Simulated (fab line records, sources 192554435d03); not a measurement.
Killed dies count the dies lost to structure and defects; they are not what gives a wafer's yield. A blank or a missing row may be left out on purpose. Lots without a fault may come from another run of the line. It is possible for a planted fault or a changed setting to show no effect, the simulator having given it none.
fab line records	flow n5Finfet
[record] lots = 9	wafers = 27	lastDay = 19
route steps=1938 shown BEOL_M4@1111 BEOL_M6@1248 BEOL_M7@1263 PASSIVATION@1936
lots that met no fault: taken from a fault-free run of the same line
startH: start of the lot's first displayed wafer, in hours after the record's first day	waitH: hours elapsed since this lot's preceding step	" repeats the value in the row above	L1.1+2: several wafers, shown together as one row	- no value, or no start was given	* or withheld: withheld	< > ~ a bound
route shown NAME@n: NAME is a module with steps in the file, n the number in the route of the first one	usual: mean and standard deviation over wafers with no fault	same: alike in all rows	chamber/n: place in a boat	sites: readings site by site	_std_site: the values' standard deviation	_edge_site: the outer-site mean with the inner-site mean subtracted	radiusMm: how far each site lies from the wafer's centre	mask NAME#n: copy n	behind: the last tool/chamber to shape the wafer	hold: cause of the lot's hold/its duration in hours/its outcome	device: transistor that didn't switch, given as n, p or np	end of line: tests of these same wafers at the route's end	for a step that has no rows: nothing shown but its recipe	killed: the dies lost at the first sort to structure and to defects; this is not the yield of the wafer	map: a wafer's dies, marking killed ones x, the rest . and places with no die _
set.NAME: the setting as run; set.NAME@STEP: as run at that earlier step	model.NAME: the simulator's own value behind a step, which no gauge read
a sample of lots followed through the steps of the route, with each step as a table and each wafer as a row
services: from which hour (startH, from the record's first day; less than 0 if before it) a tool's chamber was out of use, for how many hours, and why
[[steps]]
[step N5_BEOL_M4_RC_MEAS_101]
[usual] DIBL_N = 36.3/1.2	DIBL_P = 36.3/1.4	IOFF_N = 0.160/0.02	IOFF_P = 0.210/0.025	ION_N = 675/9.5	ION_P = 462/7	SS_N = 71.5/0.53	SS_P = 73.4/0.55	VT_N = 249.5/2.6	VT_P = -250.1/2.9
lot.wafer	tool	chamber	startH	waitH	DIBL_N[mV/V]	DIBL_P[mV/V]	IOFF_N[nA/um]	IOFF_P[nA/um]	ION_N[uA/um]	ION_P[uA/um]	SS_N[mV/dec]	SS_P[mV/dec]	VT_N[mV]	VT_P[mV]
L428.2	prober-01	0	195.54	0.2	36.1	36.3	0.164	0.226	678	466	71.2	72.9	249.9	-248.1
L428.3	"	0	"	"	35.3	35.3	0.164	0.217	682	462	71.3	73.2	249.6	-246.8
L428.5	"	0	"	"	34.3	34.0	0.140	0.194	667	458	70.9	73.2	252.4	-250.2
L431.4	prober-01	0	210.98	0.5	35.4	37.2	0.147	0.184	676	449	71.5	72.9	252.4	-253.0
L431.5	"	0	"	"	35.3	36.7	0.145	0.182	670	456	71.5	73.2	252.5	-253.3
L431.6	"	0	"	"	35.5	36.8	0.142	0.176	670	454	72.1	73.9	255.6	-251.6
L433.3	prober-02	0	218.33	0.3	36.7	37.4	0.178	0.258	679	466	71.6	74.1	245.1	-243.4
L433.5	"	0	"	"	36.0	36.1	0.155	0.236	667	460	71.6	73.8	250.2	-246.4
L433.6	"	0	"	"	35.7	35.6	0.147	0.217	668	460	71.5	73.6	247.7	-246.2
L437.2	prober-02	0	247.90	0.2	36.4	35.8	0.157	0.224	671	462	71.4	72.4	251.7	-247.5
L437.5	"	0	"	"	34.4	34.2	0.134	0.198	666	465	70.9	72.1	250.7	-250.9
L437.6	"	0	"	"	34.4	33.7	0.129	0.191	661	461	71.1	72.8	250.5	-251.9
L439.1	prober-02	0	282.97	0.0	35.2	34.7	0.131	0.185	658	450	71.7	73.8	254.0	-251.0
L439.2	"	0	"	"	35.2	36.1	0.147	0.210	684	468	70.9	73.9	251.6	-248.5
L439.5	"	0	"	"	36.1	36.3	0.147	0.188	664	453	71.8	73.7	252.1	-253.5
L440.2	prober-02	0	287.95	0.2	36.9	36.0	0.189	0.241	691	476	72.0	73.2	243.7	-246.1
L440.4	"	0	"	"	36.4	36.5	0.184	0.248	687	469	71.9	73.6	244.9	-246.3
L440.6	"	0	"	"	35.2	34.8	0.161	0.212	682	465	71.8	73.0	248.2	-247.9
L444.2	prober-01	0	329.33	0.2	37.6	37.1	0.161	0.217	668	463	72.0	73.6	248.7	-250.7
L444.4	"	0	"	"	37.5	38.0	0.166	0.232	672	459	72.5	74.2	250.3	-246.4
L444.6	"	0	"	"	35.9	35.6	0.140	0.205	672	463	71.4	73.5	249.4	-251.9
L448.2	prober-01	0	334.53	0.2	35.8	36.4	0.172	0.200	682	461	70.8	73.0	246.2	-253.4
L448.3	"	0	"	"	35.5	34.8	0.154	0.179	676	458	71.4	73.1	247.9	-254.3
L448.5	"	0	"	"	34.8	34.7	0.147	0.184	677	464	70.5	72.1	250.8	-251.8
L449.1	prober-01	0	344.62	0.0	36.0	36.6	0.165	0.215	682	462	71.3	73.0	247.6	-251.8
L449.4	"	0	"	"	35.2	35.6	0.144	0.190	674	462	70.7	73.1	250.9	-250.1
L449.5	"	0	"	"	35.2	35.0	0.141	0.183	679	466	71.6	73.3	252.5	-251.1
[step N5_BEOL_M6_CURE_75]
[recipe] tempC = 370	timeS = 120	ambient = DMADMS/He	material = SiCOH_lowk
[usual] lampPowerPct = 52.31/0.053	wafer_temp_C_max = 372.4/0.72
lot.wafer	tool	chamber	startH	waitH	lampPowerPct	wafer_temp_C_max
L428.2	uvCure-02	2	212.96	0.1	52.31	371.4
L428.3	"	2	"	"	52.34	372.1
L428.5	"	2	"	"	52.18	372.0
L431.4	uvCure-02	1	234.60	0.2	52.32	373.4
L431.5	"	1	"	"	52.27	372.5
L431.6	"	1	"	"	52.27	371.9
L433.3	uvCure-03	2	241.16	0.1	52.34	372.3
L433.5	"	2	"	"	52.34	372.6
L433.6	"	2	"	"	52.35	373.2
L437.2	uvCure-02	1	275.64	0.1	52.34	373.8
L437.5	"	1	"	"	52.34	372.6
L437.6	"	1	"	"	52.30	372.2
L439.1	uvCure-02	0	302.65	0.0	52.30	371.3
L439.2	"	0	"	"	52.36	371.5
L439.5	"	0	"	"	52.37	371.6
L440.2	uvCure-02	2	308.26	0.1	52.34	371.8
L440.4	"	2	"	"	52.34	371.6
L440.6	"	2	"	"	52.37	372.2
L444.2	uvCure-03	2	347.04	0.1	52.39	372.2
L444.4	"	2	"	"	52.30	373.0
L444.6	"	2	"	"	52.33	372.6
L448.2	uvCure-01	1	353.31	0.1	52.31	373.0
L448.3	"	1	"	"	52.25	372.6
L448.5	"	1	"	"	52.31	372.3
L449.1	uvCure-03	0	369.10	0.5	52.30	372.9
L449.4	"	0	"	"	52.38	373.1
L449.5	"	0	"	"	52.30	372.3
[step N5_BEOL_M6_CMP_52]
[recipe] stopOn = SiCOH_lowk	tOverpolishS = 6.9	downForcePsi = 1	platenRpm = 50	clearingPlatenDownForcePsi = 1.5	clearingPlatenRpm = 50	postCmpClean = cuAlkaline	targetThkNm = 80	clearingPlatenPadVelocityMS = 0.99484	padVelocityMS = 0.99484
[usual] barrierFieldEndpointS = 28.6/0.61	motorCurrentA = 6.1/0.46	overpolishRunS = 6.900/0.0079	slurryFlowMlMin = 150.0/0.47	timeToEndpointS = 61.3/2.8
lot.wafer	tool	chamber	startH	waitH	barrierFieldEndpointS	motorCurrentA	overpolishRunS	slurryFlowMlMin	timeToEndpointS
L428.2	cmp-04	0	215.19	0.3	28.5	6.2	6.906	150.1	63.5
L428.3	"	1	"	"	28.6	6.2	6.905	149.8	61.5
L428.5	"	3	"	"	28.3	7.1	6.887	149.7	57.7
L431.4	cmp-03	3	237.93	0.1	29.7	5.4	6.893	150.1	63.5
L431.5	"	3	"	"	28.7	5.5	6.912	150.9	62.0
L431.6	"	0	"	"	29.7	6.6	6.909	150.0	61.7
L433.3	cmp-01	1	243.71	0.2	28.2	5.6	6.898	149.9	58.5
L433.5	"	3	"	"	28.7	5.6	6.893	149.9	58.7
L433.6	"	0	"	"	28.0	6.0	6.887	150.0	56.2
L437.2	cmp-04	2	278.85	0.3	28.8	6.8	6.893	150.0	64.4
L437.6	"	0	"	"	28.8	5.7	6.884	149.5	61.6
L437.5	"	1	"	"	28.5	5.8	6.891	150.8	63.8
L439.2	cmp-04	3	306.78	0.3	28.3	7.2	6.905	149.8	58.0
L439.1	"	2	"	"	28.6	6.3	6.891	150.3	60.7
L439.5	"	0	"	"	29.1	5.9	6.902	149.6	57.5
L440.4	cmp-04	1	310.03	0.2	29.2	5.9	6.916	150.5	60.8
L440.2	"	0	"	"	29.0	5.9	6.920	149.8	62.4
L440.6	"	1	"	"	28.9	6.2	6.898	149.9	59.6
L444.4	cmp-01	1	351.41	0.2	29.1	6.1	6.895	150.2	63.5
L444.2	"	3	"	"	28.4	5.4	6.896	149.8	63.0
L444.6	"	0	"	"	28.5	6.1	6.908	150.0	61.1
L448.3	cmp-04	0	356.82	0.2	28.5	5.8	6.902	150.1	62.4
L448.2	"	1	"	"	28.2	5.7	6.893	149.5	60.5
L448.5	"	3	"	"	28.3	6.9	6.891	150.2	57.0
L449.1	cmp-04	3	373.14	0.3	28.0	6.7	6.911	150.3	58.3
L449.4	"	2	"	"	28.8	5.8	6.897	150.2	60.1
L449.5	"	0	"	"	28.8	6.0	6.900	150.1	61.3
[step N5_BEOL_M6_THK_MEAS_53]
[recipe] thkMeasGauge = xrf	reads = Cu_of_BEOL_M6_ECD_50
[usual] M6_THK = 79.3/1.6
lot.wafer	tool	chamber	startH	waitH	M6_THK[nm]
L428.2	filmMetro-01	-	215.41	-	80.5
L428.3	"	-	"	"	79.1
L428.5	"	-	"	"	77.0
L431.4	filmMetro-02	-	238.23	-	80.3
L431.5	"	-	"	"	81.1
L431.6	"	-	"	"	77.7
L433.3	filmMetro-02	-	243.93	-	79.1
L433.5	"	-	"	"	78.3
L433.6	"	-	"	"	79.2
L437.2	filmMetro-02	-	279.07	-	79.1
L437.5	"	-	"	"	76.6
L437.6	"	-	"	"	78.7
L439.1	filmMetro-02	-	307.08	-	82.1
L439.2	"	-	"	"	79.9
L439.5	"	-	"	"	77.9
L440.2	filmMetro-01	-	310.33	-	78.4
L440.4	"	-	"	"	77.2
L440.6	"	-	"	"	78.4
L444.2	filmMetro-01	-	351.67	-	79.3
L444.4	"	-	"	"	79.9
L444.6	"	-	"	"	79.8
L448.2	filmMetro-02	-	357.04	-	83.3
L448.3	"	-	"	"	78.8
L448.5	"	-	"	"	82.7
L449.1	filmMetro-01	-	373.46	0.3	79.6
L449.4	"	-	"	"	76.9
L449.5	"	-	"	"	78.3
[step N5_BEOL_M7_ILD_DEP_00]
[recipe] material = SiCOH_lowk	targetThkA = 1797.5	tempC = 300	precursor = DEMS/porogen	pressureTorr = 5	rfW = 500	timeS = 33.4
[usual] heaterPowerW = 311/57	showerheadPlenumPTorr = 5.741/0.012	throttleValvePct = 13.9/0.96
lot.wafer	tool	chamber	startH	waitH	heaterPowerW	showerheadPlenumPTorr	sinceWetCleanH	throttleValvePct
L428.2	pecvd-03	1	215.60	0.0	373	5.754	1826	13.8
L428.3	"	2	"	"	305	5.748	302	12.9
L428.5	"	2	"	"	313	5.743	-	12.8
L431.4	pecvd-03	0	238.44	0.1	387	5.726	-	15.3
L431.5	"	2	"	"	287	5.749	-	12.9
L431.6	"	1	"	"	412	5.743	-	13.6
L433.3	pecvd-02	2	244.12	0.0	307	5.740	515	12.9
L433.5	"	1	"	"	298	5.757	-	14.7
L433.6	"	2	"	"	301	5.745	-	12.9
L437.2	pecvd-03	1	279.29	0.0	382	5.733	1889	13.9
L437.5	"	2	"	"	317	5.732	-	13.0
L437.6	"	1	"	"	396	5.735	-	13.8
L439.1	pecvd-03	2	307.27	0.0	326	5.734	394	12.9
L439.2	"	0	"	"	341	5.715	1192	15.5
L439.5	"	2	"	"	322	5.726	-	12.9
L440.2	pecvd-02	0	310.52	0.0	239	5.751	1377	15.0
L440.4	"	1	"	"	297	5.765	-	14.8
L440.6	"	0	"	"	248	5.744	-	15.1
L444.2	pecvd-02	1	351.86	0.0	292	5.749	2143	14.6
L444.4	"	0	"	"	216	5.748	-	15.5
L444.6	"	1	"	"	293	5.738	-	14.9
L448.2	pecvd-02	0	357.26	0.0	248	5.753	1424	15.0
L448.3	"	2	"	"	338	5.749	628	12.9
L448.5	"	0	"	"	256	5.746	-	15.1
L449.1	pecvd-02	1	373.65	0.0	308	5.740	2165	14.9
L449.4	"	2	"	"	334	5.753	-	12.9
L449.5	"	0	"	"	221	5.736	-	15.2
[step N5_BEOL_M7_THK_MEAS_01]
[recipe] reads = SiCOH_lowk_of_BEOL_M7_ILD_DEP_00
[usual] M7_ILD_THK = 155.0/2.4
lot.wafer	tool	chamber	startH	waitH	M7_ILD_THK[nm]
L428.2	filmMetro-02	-	216.19	0.4	154.3
L428.3	"	-	"	"	155.0
L428.5	"	-	"	"	154.6
L431.4	filmMetro-02	-	239.00	0.2	155.0
L431.5	"	-	"	"	152.8
L431.6	"	-	"	"	154.6
L433.3	filmMetro-02	-	244.70	0.3	155.3
L433.5	"	-	"	"	158.5
L433.6	"	-	"	"	158.1
L437.2	filmMetro-02	-	279.91	0.4	152.8
L437.5	"	-	"	"	111.0
L437.6	"	-	"	"	153.9
L439.1	filmMetro-01	-	307.85	0.4	110.6
L439.2	"	-	"	"	153.0
L439.5	"	-	"	"	113.0
L440.2	filmMetro-01	-	311.10	0.4	157.0
L440.4	"	-	"	"	159.9
L440.6	"	-	"	"	160.1
L444.2	filmMetro-01	-	352.46	0.4	154.8
L444.4	"	-	"	"	157.4
L444.6	"	-	"	"	157.1
L448.2	filmMetro-02	-	358.01	0.4	154.7
L448.3	"	-	"	"	154.7
L448.5	"	-	"	"	155.8
L449.1	filmMetro-01	-	374.91	0.4	158.5
L449.4	"	-	"	"	161.9
L449.5	"	-	"	"	161.7
[step N5_PASSIVATION_PROBE_49]
[usual] defectLimitedYield = 90.9/1.3	killed_at_M0_to_M3 = 36/11	killed_at_M4_up = 13/5.1	killedAtContacts = 14/4.9	killedAtFrontEnd = 41/10	killedAtOther = 3.4/2.6	killedDies = 107/16	killedOnRim = 14/4	killedOpen = 70/11	killedShort = 36/7.8	sort_bin_5_function = 5.4/0.84	sort_bin_6_memory = 3.4/0.67	sortNPass = 1073/16	sortYieldPct = 90.9/1.3
[same] grossDies = 1180	killedAtBackSide = 0	sort_bin_4_leakage[%] = 0	sort_bin_8_speed[%] = 0
lot.wafer	tool	chamber	startH	waitH	defectLimitedYield[%]	killed_at_M0_to_M3	killed_at_M4_up	killedAtContacts	killedAtFrontEnd	killedAtOther	killedDies	killedOnRim	killedOpen	killedShort	sort_bin_5_function[%]	sort_bin_6_memory[%]	sortNPass	sortYieldPct[%]
L437.2	prober-01	-	363.81	0.1	90.4	23	20	13	53	4	113	17	63	46	6.2	3.1	1067	90.4
L437.5	prober-01	-	363.96	0.2	51.6	27	486	14	42	2	571	152	66	32	5.1	3.0	609	51.6
L437.6	prober-01	-	364.01	0.3	92.5	23	6	11	47	2	89	13	59	29	4.1	3.0	1091	92.5
L439.1	prober-01	-	385.14	0.0	49.0	33	486	10	68	5	602	152	83	44	6.4	4.2	578	49.0
L439.2	prober-01	-	385.19	0.1	87.8	44	19	22	56	3	144	18	100	41	7.0	4.6	1036	87.8
L439.5	prober-01	-	385.34	0.2	50.4	20	498	14	50	3	585	152	78	27	5.6	3.2	595	50.4
L440.2	prober-02	-	393.96	0.1	89.6	42	17	16	45	3	123	18	81	40	5.8	4.3	1057	89.6
L440.4	prober-02	-	394.06	0.2	92.3	35	11	11	30	4	91	12	61	28	4.7	2.5	1089	92.3
L440.6	prober-02	-	394.16	0.3	90.8	50	15	8	36	0	109	21	71	34	5.6	3.4	1071	90.8
// killed by level:class
L437.2 STI_FIN_REVEAL:geometricParticle:open=21 MOL_CONTACT_COAG:geometricParticle:open=10 BEOL_M4:geometricParticle:open=10 BEOL_M2:geometricParticle:short=7 FIN_SAQP:geometricParticle:short=6 GATE_CUT:geometricParticle:short=6 STI_FIN_REVEAL:geometricParticle:short=5 BEOL_M3:geometricParticle:open=5
L437.5 BEOL_M7:areaDep=473 BEOL_M3:geometricParticle:open=12 MOL_CONTACT_COAG:geometricParticle:open=10 FIN_SAQP:geometricParticle:open=8 FIN_SAQP:geometricParticle:short=8 DUMMY_GATE:geometricParticle:open=6 BEOL_M4:geometricParticle:open=6 STI_FIN_REVEAL:geometricParticle:open=4
L437.6 FIN_SAQP:geometricParticle:open=11 STI_FIN_REVEAL:geometricParticle:open=10 MOL_CONTACT_COAG:geometricParticle:open=10 BEOL_M3:geometricParticle:short=9 FIN_SAQP:geometricParticle:short=4 BEOL_M3:geometricParticle:open=4 BEOL_M1:geometricParticle:open=4 STI_FIN_REVEAL:geometricParticle:short=3
L439.1 BEOL_M7:areaDep=474 FIN_SAQP:geometricParticle:open=23 FIN_SAQP:geometricParticle:short=10 STI_FIN_REVEAL:geometricParticle:open=10 MOL_CONTACT_COAG:geometricParticle:open=7 BEOL_M0_SAQP:geometricParticle:short=7 BEOL_M3:geometricParticle:open=7 GATE_CUT:geometricParticle:short=5
L439.2 MOL_CONTACT_COAG:geometricParticle:open=17 STI_FIN_REVEAL:geometricParticle:open=16 BEOL_M0_SAQP:geometricParticle:short=11 BEOL_M2:geometricParticle:open=11 FIN_SAQP:geometricParticle:open=9 BEOL_M3:geometricParticle:open=9 BEOL_M4:geometricParticle:open=8 BEOL_M0_SAQP:geometricParticle:open=6
L439.5 BEOL_M7:areaDep=478 STI_FIN_REVEAL:geometricParticle:open=17 MOL_CONTACT_COAG:geometricParticle:open=12 FIN_SAQP:geometricParticle:open=11 BEOL_M4:geometricParticle:open=8 BEOL_M2:geometricParticle:open=6 STARTING-WAFER:geometricParticle:short=6 ILD0:geometricParticle:open=4
L440.2 MOL_CONTACT_COAG:geometricParticle:open=14 FIN_SAQP:geometricParticle:open=10 BEOL_M1:geometricParticle:open=8 BEOL_M0_SAQP:geometricParticle:short=7 FIN_SAQP:geometricParticle:short=6 GATE_CUT:geometricParticle:open=6 DUMMY_GATE:geometricParticle:open=5 BEOL_M0_SAQP:geometricParticle:open=5
L440.4 MOL_CONTACT_COAG:geometricParticle:open=8 FIN_SAQP:geometricParticle:open=7 FIN_SAQP:geometricParticle:short=6 BEOL_M4:geometricParticle:open=6 BEOL_M0:geometricParticle:open=5 BEOL_M0_SAQP:geometricParticle:short=5 BEOL_M1:geometricParticle:open=5 STI_FIN_REVEAL:geometricParticle:open=4
L440.6 BEOL_M0_SAQP:geometricParticle:open=12 BEOL_M0_SAQP:geometricParticle:short=12 BEOL_M3:geometricParticle:open=10 BEOL_M2:geometricParticle:open=9 STI_FIN_REVEAL:geometricParticle:open=7 FIN_SAQP:geometricParticle:open=5 FIN_SAQP:geometricParticle:short=5 MOL_CONTACT_COAG:geometricParticle:open=5
[[services]]
tool	chamber	startH	hours	kind
cmp-03	-	199.31	4.2	repair
cmp-01	-	203.65	1.3	repair
cmp-01	-	225.37	0.7	repair
uvCure-02	-	227.72	2.1	pm
uvCure-02	-	238.48	7.5	pm
cmp-04	-	245.63	0.6	repair
uvCure-02	-	246.03	3.4	pm
pecvd-02	2	255.76	6.7	repair
cmp-04	-	264.61	6.3	pm
pecvd-03	1	271.19	2.1	repair
cmp-04	-	273.00	2.2	repair
cmp-01	-	275.16	0.4	repair
pecvd-03	0	276.97	8.1	repair
cmp-04	-	300.11	4.0	pm
cmp-04	-	304.11	-	consumableReplace:conditioner
cmp-04	-	304.11	-	consumableReplace:pad
cmp-01	-	304.45	6.7	pm
cmp-01	-	312.79	1.2	repair
uvCure-03	-	334.74	4.5	pm
cmp-03	-	341.70	0.9	repair
cmp-01	-	345.68	4.3	repair
cmp-03	-	346.40	1.2	repair
uvCure-01	-	368.52	7.5	pm
uvCure-02	-	371.31	28.1	pm
[[key]]
[firstSign] step = N5_BEOL_M7_THK_MEAS_01	reading = M7_ILD_THK	direction = down	sigmas = 18	usual = 155.0	struck = 111.5
[effect] step = N5_PASSIVATION_PROBE_49	reading = killed_at_M4_up	direction = up	sigmas = 93	usual = 13	struck = 490
[moreKillsBornAt] N5_BEOL_M7_ILD_DEP_00@pecvd-03 = 1425
metAt N5_BEOL_M7_ILD_DEP_00
struckLots L437,L439
struckWafers L437.5,L439.1,L439.5
notActingAt N5_BEOL_M6_CURE_75,N5_BEOL_M6_CMP_52,N5_BEOL_M6_THK_MEAS_53
onsetBetween 238.44 279.29
[fault] kind = siteProfileDrift	tool = pecvd-03	chamber = 2	onsetH = 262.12	steps = N5_BEOL_M7_ILD_DEP_00	basis = fraction	maxAbsDrift = 0.53825	slopeSharePerHr = 119.61	sitePattern = 0,0,0,0,0,-1,-1,-1,-1
